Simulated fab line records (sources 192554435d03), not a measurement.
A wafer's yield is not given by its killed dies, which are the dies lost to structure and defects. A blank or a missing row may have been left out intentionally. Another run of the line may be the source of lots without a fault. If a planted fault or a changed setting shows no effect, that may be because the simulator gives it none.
fab line records -- flow n5Finfet
record: lots: 4, wafers: 12, lastDay: 18
route steps=1938 shown BEOL_M1@763 BEOL_M4@1111 PASSIVATION@1936
lots with no fault: from the same line, run without faults
startH: hours from the record's first day to the start of the lot's first wafer shown -- waitH: time in hours since the lot's previous step -- " the same as in the row above -- L1.1+2: one row covering several wafers at once -- - no value present, or no start provided -- * or withheld: withheld -- < > ~ a bound
route shown NAME@n: a module of which the file shows steps, and the number in the route of the first -- usual: mean/standard deviation of fault-free wafers -- same: alike in all rows -- chamber/n: place in a boat -- sites: each site's reading -- _std_site: the standard deviation of these -- _edge_site: outer sites' mean less inner sites' -- radiusMm: how far each site lies from the wafer's centre -- mask NAME#n: copy n -- behind: the most recent tool/chamber to have shaped the wafer -- hold: cause of the lot's hold/its duration in hours/its outcome -- device: names the non-switching transistor (n, p or np) -- end of line: the tests these same wafers got at the end of their route -- where a step has no rows: the recipe by itself -- killed: count of dies lost to structure and defects at first sort (not the wafer's yield) -- map: a wafer's dies, x killed, . not, _ none there
set.NAME: the setting that was run; set.NAME@STEP: the one run at that earlier step -- model.NAME: the simulator's own value behind a step, which no gauge read
lots seen at some steps along the route; tables by step, rows by wafer
services: when a tool's chamber went out of use (startH, in hours from the record's first day, below 0 if earlier), for how many hours, and the reason
== steps ==
step: N5_BEOL_M1_DEVELOP_10
recipe: developTimeS: 30, developer: TMAH, resist: CAR-EUV, rinseLiquid: surfactantRinse, dry: airSpin, devTempC: 23
step: N5_BEOL_M1_DESCUM_16
recipe: chemistry: O2, timeS: 7, sourcePowerW: 50, biasPowerW: 20, pressureMtorr: 20, rfFrequencyHz: 2.712e+07, tempC: 40, resist: CAR-EUV, o2FlowSccm: 225
step: N5_BEOL_M1_ETCH_74
recipe: chemistry: N2/H2, target: underlayer, targetDepthA: 65, maskMaterial: CAR-EUV, timeS: 5.2, ionEnergyEv: 200, pressureMtorr: 30, sourceW: 840, biasW: 150, n2FlowSccm: 200, h2FlowSccm: 200, ends: cleared
step: N5_BEOL_M1_ETCH_63
recipe: chemistry: CF4, target: SiARC, targetDepthA: 156, maskMaterial: CAR-EUV, timeS: 26, ionEnergyEv: 80, pressureMtorr: 40, sourceW: 545, biasW: 36, Ar_flow_sccm: 100, cf4FlowSccm: 100, ends: cleared
step: N5_BEOL_M1_ETCH_64
recipe: chemistry: N2/H2, target: SOC, targetDepthA: 750, overetchA: 150, maskMaterial: SiARC, tempC: 40, timeS: 112.5, ionEnergyEv: 200, pressureMtorr: 30, sourceW: 840, biasW: 150, n2FlowSccm: 200, h2FlowSccm: 200
step: N5_BEOL_M1_STRIP_65
recipe: chemistry: N2/H2, tempC: 40, n2FlowSccm: 200, h2FlowSccm: 200, rfFrequencyHz: 6e+07
step: N5_BEOL_M1_STRIP_75
recipe: chemistry: N2/H2, tempC: 40, n2FlowSccm: 200, h2FlowSccm: 200, rfFrequencyHz: 6e+07
step: N5_BEOL_M1_STRIP_66
recipe: chemistry: CF4, resist: SiARC, powerW: 300, biasPowerW: 75, pressureMtorr: 50, cf4FlowSccm: 150, rfFrequencyHz: 6e+07
step: N5_BEOL_M1_HM_OPEN_17
recipe: chemistry: Cl2/BCl3, targetDepthA: 200, overetchA: 60, target: TiN, maskMaterial: SOC, ionEnergyEv: 150, pressureMtorr: 10, icpW: 1000, biasW: 126, Cl2_flow_sccm: 53.25, bcl3FlowSccm: 21.75, Ar_flow_sccm: 25
step: N5_BEOL_M1_STRIP_19
recipe: chemistry: O2, powerW: 400, tempC: 40, pressureMtorr: 30, rfFrequencyHz: 6e+07, biasPowerW: 0, overashFraction: 0.2, o2FlowSccm: 225
usual: chamberPressureMTorr: 29.999/0.027, drypumpMotorCurrentA: 5.6/0.43, oesProductAu: 0.75/0.063, rfVppV: 3.6/0.53, showerheadPlenumPTorr: 2.10/0.055, throttleValvePct: 16.80/0.15
lot.wafer,tool,chamber,startH,waitH,chamberPressureMTorr,drypumpMotorCurrentA,oesProductAu,rfHoursCounterH,rfVppV,showerheadPlenumPTorr,throttleValvePct
L179.1,rieDiel-05,2,180.18,0.1,29.988,5.2,0.73,177,4.4,2.10,16.66
L179.3,rieDiel-05,3,180.18,0.1,30.021,5.8,0.74,163,3.2,2.09,16.78
L179.4,rieDiel-05,1,180.18,0.1,29.985,5.6,0.71,190,3.7,2.09,16.81
L181.1,rieDiel-05,0,191.03,0.1,29.987,5.8,0.72,192,4.0,2.20,16.98
L181.4,rieDiel-05,2,191.03,0.1,30.004,5.2,0.73,180,3.2,2.10,16.67
L181.6,rieDiel-05,2,191.03,0.1,29.940,5.3,0.72,-,3.3,2.10,16.67
L183.1,rieDiel-05,3,209.74,0.1,29.936,5.8,0.73,171,4.1,2.09,16.79
L183.4,rieDiel-05,1,209.74,0.1,29.927,5.6,0.71,198,3.7,2.09,16.85
L183.6,rieDiel-05,0,209.74,0.1,30.011,5.8,0.72,-,3.5,2.19,16.97
L193.2,rieDiel-04,3,270.45,0.1,29.996,5.0,0.97,6,2.6,2.07,16.54
L193.3,rieDiel-04,0,270.45,0.1,29.972,6.2,0.71,215,3.5,2.08,16.78
L193.4,rieDiel-04,1,270.45,0.1,30.001,5.5,0.76,-,2.8,2.10,17.03
step: N5_BEOL_M1_COAT_67
recipe: resist: SOC, tempC: 250, timeS: 60, spinRpm: 1500, resistThkNm: 60
step: N5_BEOL_M1_COAT_68
recipe: resist: SiARC, tempC: 220, timeS: 60, spinRpm: 1500, resistThkNm: 12
step: N5_BEOL_M1_COAT_76
recipe: resist: underlayer, tempC: 205, timeS: 60, spinRpm: 1500, resistThkNm: 5
step: N5_BEOL_M1_COAT_22
recipe: resist: CAR-EUV, spinRpm: 1500, resistThkNm: 30
step: N5_BEOL_M1_EBR_24
recipe: solvent: PGMEA, ebrWidthMm: 1.5
step: N5_BEOL_M1_SOFTBAKE_23
recipe: tempC: 110, timeS: 60, resist: CAR-EUV
step: N5_BEOL_M1_EXPOSE_25
recipe: maskId: V0, na: 0.33, sourceShape: quasar, sigmaInner: 0.2, sigmaOuter: 0.8, polarization: unpolarized, defocusNm: 5, targetCdNm: 24, doseMj: 63
step: N5_BEOL_M1_PEB_26
recipe: pebTempC: 100, pebTimeS: 60, resist: CAR-EUV
step: N5_BEOL_M1_DEVELOP_27
recipe: developTimeS: 30, developer: TMAH, resist: CAR-EUV, rinseLiquid: surfactantRinse, dry: airSpin, devTempC: 23
step: N5_BEOL_M1_INSPECT_30
recipe: mode: adi, inspectInstrument: brightfield
usual: rawDefectCount: 391/93
lot.wafer,tool,chamber,startH,waitH,rawDefectCount
L179.1,defectInspect-02,-,180.91,0.1,244
L179.3,defectInspect-02,-,180.91,0.1,314
L179.4,defectInspect-02,-,180.91,0.1,328
L181.1,defectInspect-01,-,191.63,0.1,1284
L181.4,defectInspect-01,-,191.63,0.1,1195
L181.6,defectInspect-01,-,191.63,0.1,1347
L183.1,defectInspect-02,-,210.35,0.1,1341
L183.4,defectInspect-02,-,210.35,0.1,1300
L183.6,defectInspect-02,-,210.35,0.1,1428
L193.2,defectInspect-01,-,271.05,0.0,362
L193.3,defectInspect-01,-,271.05,0.0,468
L193.4,defectInspect-01,-,271.05,0.0,353
step: N5_BEOL_M1_DESCUM_33
recipe: chemistry: O2, timeS: 7, sourcePowerW: 50, biasPowerW: 20, pressureMtorr: 20, rfFrequencyHz: 2.712e+07, tempC: 40, resist: CAR-EUV, o2FlowSccm: 225
step: N5_BEOL_M4_RC_MEAS_101
usual: DIBL_N: 36.2/1.6, DIBL_P: 36.1/2, IOFF_N: 0.16/0.032, IOFF_P: 0.22/0.036, ION_N: 672/11, ION_P: 463/7.5, SS_N: 71.4/0.58, SS_P: 73.2/0.67, VT_N: 250/3.3, VT_P: -250/3.3
lot.wafer,tool,chamber,startH,waitH,DIBL_N[mV/V],DIBL_P[mV/V],IOFF_N[nA/um],IOFF_P[nA/um],ION_N[uA/um],ION_P[uA/um],SS_N[mV/dec],SS_P[mV/dec],VT_N[mV],VT_P[mV]
L179.1,prober-02,0,224.54,0.0,37.1,38.6,0.16,0.26,656,467,71.9,73.2,249,-246
L179.3,prober-02,0,224.54,0.0,38.7,39.4,0.18,0.27,671,465,71.2,73.7,249,-245
L179.4,prober-02,0,224.54,0.0,39.2,39.8,0.20,0.29,674,468,71.9,74.0,247,-245
L181.1,prober-01,0,237.90,0.0,36.6,37.0,0.17,0.26,681,470,71.9,73.4,249,-245
L181.4,prober-01,0,237.90,0.0,37.8,38.8,0.20,0.30,680,472,71.7,73.8,244,-244
L181.6,prober-01,0,237.90,0.0,37.1,37.5,0.19,0.28,683,477,72.1,72.7,246,-242
L183.1,prober-02,0,253.54,0.0,35.8,37.1,0.16,0.21,677,466,71.4,73.5,250,-248
L183.4,prober-02,0,253.54,0.0,36.6,38.8,0.20,0.25,684,470,71.9,74.4,244,-250
L183.6,prober-02,0,253.54,0.0,35.6,36.5,0.16,0.21,676,459,71.0,73.3,249,-250
L193.2,prober-02,0,340.00,0.2,36.9,38.3,0.17,0.23,675,469,71.6,73.0,249,-251
L193.3,prober-02,0,340.00,0.2,34.1,34.9,0.12,0.19,668,464,71.0,72.4,254,-252
L193.4,prober-02,0,340.00,0.2,34.5,35.5,0.14,0.19,671,463,71.1,72.4,250,-250
step: N5_PASSIVATION_PROBE_49
usual: defectLimitedYield: 91.4/1.3, killed_at_M0_to_M3: 34/10, killed_at_M4_up: 14/5.6, killedAtContacts: 13/5.9, killedAtFrontEnd: 37/9.9, killedAtOther: 3.5/2.8, killedDies: 101/15, killedOnRim: 13/3.9, killedOpen: 67/12, killedShort: 32/6.6, sort_bin_5_function: 5.0/0.81, sort_bin_6_memory: 3.2/0.66, sortNPass: 1079/15, sortYieldPct: 91.4/1.3
same: grossDies: 1180, killedAtBackSide: 0, sort_bin_4_leakage[%]: 0, sort_bin_8_speed[%]: 0
lot.wafer,tool,chamber,startH,waitH,defectLimitedYield[%],killed_at_M0_to_M3,killed_at_M4_up,killedAtContacts,killedAtFrontEnd,killedAtOther,killedDies,killedOnRim,killedOpen,killedShort,sort_bin_5_function[%],sort_bin_6_memory[%],sortNPass,sortYieldPct[%]
L179.1,prober-01,-,336.79,0.0,92.0,26,13,15,40,0,94,13,59,35,5.3,2.5,1086,92.0
L179.3,prober-01,-,336.89,0.1,93.0,30,12,12,29,0,83,12,60,22,4.4,2.4,1097,93.0
L179.4,prober-01,-,336.94,0.2,90.3,17,10,17,67,3,114,14,66,40,6.1,2.5,1066,90.3
L181.1,prober-01,-,342.28,0.0,84.9,116,10,15,35,2,178,30,56,36,9.5,3.1,1002,84.9
L181.4,prober-01,-,342.43,0.2,83.8,105,17,24,44,1,191,33,70,35,9.2,3.9,989,83.8
L181.6,prober-01,-,342.53,0.3,84.5,123,7,17,35,1,183,29,62,29,8.9,3.9,997,84.5
L183.1,prober-02,-,359.18,0.0,88.6,71,9,15,37,3,135,24,57,35,6.4,3.4,1045,88.6
L183.4,prober-02,-,359.33,0.2,81.2,170,6,12,33,1,222,18,57,21,11.4,3.9,958,81.2
L183.6,prober-02,-,359.43,0.3,84.5,127,8,16,30,2,183,25,55,29,9.8,3.6,997,84.5
killed by level:class
L179.1 MOL_CONTACT_COAG:geometricParticle:open=11 FIN_SAQP:geometricParticle:short=8 FIN_SAQP:geometricParticle:open=7 BEOL_M3:geometricParticle:open=7 BEOL_M4:geometricParticle:open=7 STARTING-WAFER:geometricParticle:open=5 GATE_CUT:geometricParticle:short=4 MOL_CONTACT_COAG:geometricParticle:short=4
L179.3 BEOL_M1:geometricParticle:open=12 MOL_CONTACT_COAG:geometricParticle:open=10 FIN_SAQP:geometricParticle:short=9 DUMMY_GATE:geometricParticle:open=7 BEOL_M2:geometricParticle:open=7 BEOL_M0_SAQP:geometricParticle:open=4 GATE_CUT:geometricParticle:short=3 BEOL_M0_SAQP:geometricParticle:short=3
L179.4 STI_FIN_REVEAL:geometricParticle:open=12 MOL_CONTACT_COAG:geometricParticle:open=12 GATE_CUT:geometricParticle:short=10 DUMMY_GATE:geometricParticle:open=9 HKMG_FIN:areaEtch=8 FIN_SAQP:geometricParticle:open=6 STARTING-WAFER:geometricParticle:open=6 MOL_CONTACT_COAG:geometricParticle:short=5
L181.1 BEOL_M1:unspecified=85 MOL_CONTACT_COAG:geometricParticle:open=12 FIN_SAQP:geometricParticle:short=10 BEOL_M1:geometricParticle:open=10 FIN_SAQP:geometricParticle:open=9 BEOL_M3:geometricParticle:open=6 DUMMY_GATE:geometricParticle:open=3 GATE_CUT:geometricParticle:short=3
L181.4 BEOL_M1:unspecified=86 MOL_CONTACT_COAG:geometricParticle:open=20 FIN_SAQP:geometricParticle:short=19 FIN_SAQP:geometricParticle:open=9 BEOL_M0_SAQP:geometricParticle:open=6 BEOL_M4:geometricParticle:open=5 STI_FIN_REVEAL:geometricParticle:open=4 MOL_CONTACT_COAG:geometricParticle:short=4
L181.6 BEOL_M1:unspecified=92 MOL_CONTACT_COAG:geometricParticle:open=10 BEOL_M3:geometricParticle:open=9 STI_FIN_REVEAL:geometricParticle:open=8 BEOL_M0_SAQP:geometricParticle:open=8 FIN_SAQP:geometricParticle:short=7 MOL_CONTACT_COAG:geometricParticle:short=7 BEOL_M0_SAQP:geometricParticle:short=5
L183.1 BEOL_M1:unspecified=43 STI_FIN_REVEAL:geometricParticle:open=19 STI_FIN_REVEAL:geometricParticle:short=9 MOL_CONTACT_COAG:geometricParticle:open=8 MOL_CONTACT_COAG:geometricParticle:short=7 BEOL_M2:geometricParticle:open=6 BEOL_M0_SAQP:geometricParticle:open=5 BEOL_M3:geometricParticle:open=5
L183.4 BEOL_M1:unspecified=143 MOL_CONTACT_COAG:geometricParticle:open=12 FIN_SAQP:geometricParticle:open=9 BEOL_M0_SAQP:geometricParticle:open=8 BEOL_M0_SAQP:geometricParticle:short=7 STI_FIN_REVEAL:geometricParticle:open=6 BEOL_M1:geometricParticle:open=5 BEOL_M2:geometricParticle:open=5
L183.6 BEOL_M1:unspecified=99 MOL_CONTACT_COAG:geometricParticle:open=14 STI_FIN_REVEAL:geometricParticle:open=7 BEOL_M0_SAQP:geometricParticle:open=7 BEOL_M3:geometricParticle:open=7 FIN_SAQP:geometricParticle:short=5 BEOL_M0_SAQP:geometricParticle:short=4 BEOL_M2:geometricParticle:open=4
map L181.4 (x killed, . not)
_________________......x.....________________
______________.x.............xxx_____________
___________........x........x.xxxxx__________
__________x.....x.x..........xxxxxxx_________
________.......xx.....x......xxxxxxxxx_______
_______..........x.......x...xxxxxxxxxx______
______.....................xxxxxxxxxxxxx_____
_____..xx.......x...........xxxxxxxxxxxxx____
____....x............x......x.xxxxxxxxxxxx___
___.........x..x...........x....xx.xxxx.x.x__
___....x.xx.x.......x.........x..xx..xxx...__
__......x.......x..........x....x....xxx..x._
__.....x........................x..........._
_.....x................x..x.......x....xxx...
_..x....x....x.x..x........................x.
_..............................x..x..........
_........................x......x..........x.
_....x......................x.......x........
_............xx....x....x.......x............
_...x..x.xx.................x................
_.............................x.......x......
__.x........................................_
__..x....x....x........................x...._
___.............x..................x.x....x__
___.x...............x...........x..x......x__
____.......x..................x.....x.x.x.___
_____.......x..x.........................____
______................x................._____
_______.x...x...x.....x...x.....x......______
________.............................._______
__________..................x......x_________
___________.........x..x.....x.....__________
______________.........x.....x.._____________
_________________..........x.________________
map L183.4 (x killed, . not)
_________________............________________
______________.......x.........._____________
___________........................__________
__________.....x.......x............_________
________.......................x......_______
_______......x.....x.....x.............______
______............x.........x..........._____
_____............x....................x..____
____.....................x.............xx.___
___...........x............x......x........__
___........x..........................x....__
__...............x.........................._
__....x........x...x.....x....xx......x.x..._
_.....xxx...x...............x................
_......x......x............x......x..........
_......................x......x.............x
_........x.x...x.....xx..........x...........
_...............................xx...........
_.........x.xx......................x........
_.x..............................x.......x...
_..x..........x.....xx.......x...............
__................x.....x..............x.x.._
__.x.................x..xxx.x..........x...._
___..............x.xxxx.xxxxx.xxx..........__
___................x.xx..xxxxxx.x..........__
____...............x.xxxxxxxxxxxx.xx......___
_____x.............xxxxxxxxxxxxxx.x......____
______.......x.....xxxxxxxxxxxxx.x...x.._____
_______..........x.xxxxxxxxxxxxxx......______
________......x...xxxxxxxxxxxxxxxxx..._______
__________........x.xxxxxxxxxxxxxx.._________
___________..x.....xxxxxxxxxxxxxxxx__________
______________.x....x.xxxxxxx.x._____________
_________________.....xxxxx.x________________
== services ==
tool,chamber,startH,hours,kind
rieDiel-04,3,164.80,1.4,repair
rieDiel-04,3,230.43,-,clean
rieDiel-04,3,230.43,-,consumableReplace:focusRing
rieDiel-04,3,230.43,24.4,scheduledDown
rieDiel-04,3,230.43,24.4,ventCycle
rieDiel-04,2,254.91,-,clean
rieDiel-04,2,254.91,-,consumableReplace:focusRing
rieDiel-04,2,254.91,-,consumableReplace:showerhead
rieDiel-04,2,254.91,16.8,scheduledDown
rieDiel-04,2,254.91,16.8,ventCycle
== key ==
firstSign: step: N5_BEOL_M1_INSPECT_30, reading: rawDefectCount, direction: up, sigmas: 10, usual: 391, struck: 1316
effect: step: N5_PASSIVATION_PROBE_49, reading: killed_at_M0_to_M3, direction: up, sigmas: 8.1, usual: 34, struck: 119
moreKillsBornAt: N5_BEOL_M1_STRIP_19@rieDiel-05: 547
metAt N5_BEOL_M1_STRIP_19
struckWafers L181.1,L181.4,L181.6,L183.1,L183.4,L183.6
onsetBetween 180.18 191.03
fault: kind: chamberParticleSource, tool: rieDiel-05, chamber: -, onsetH: 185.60, steps: N5_BEOL_M1_STRIP_19, ratePerVisitCm2: 1.4563, endH: 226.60
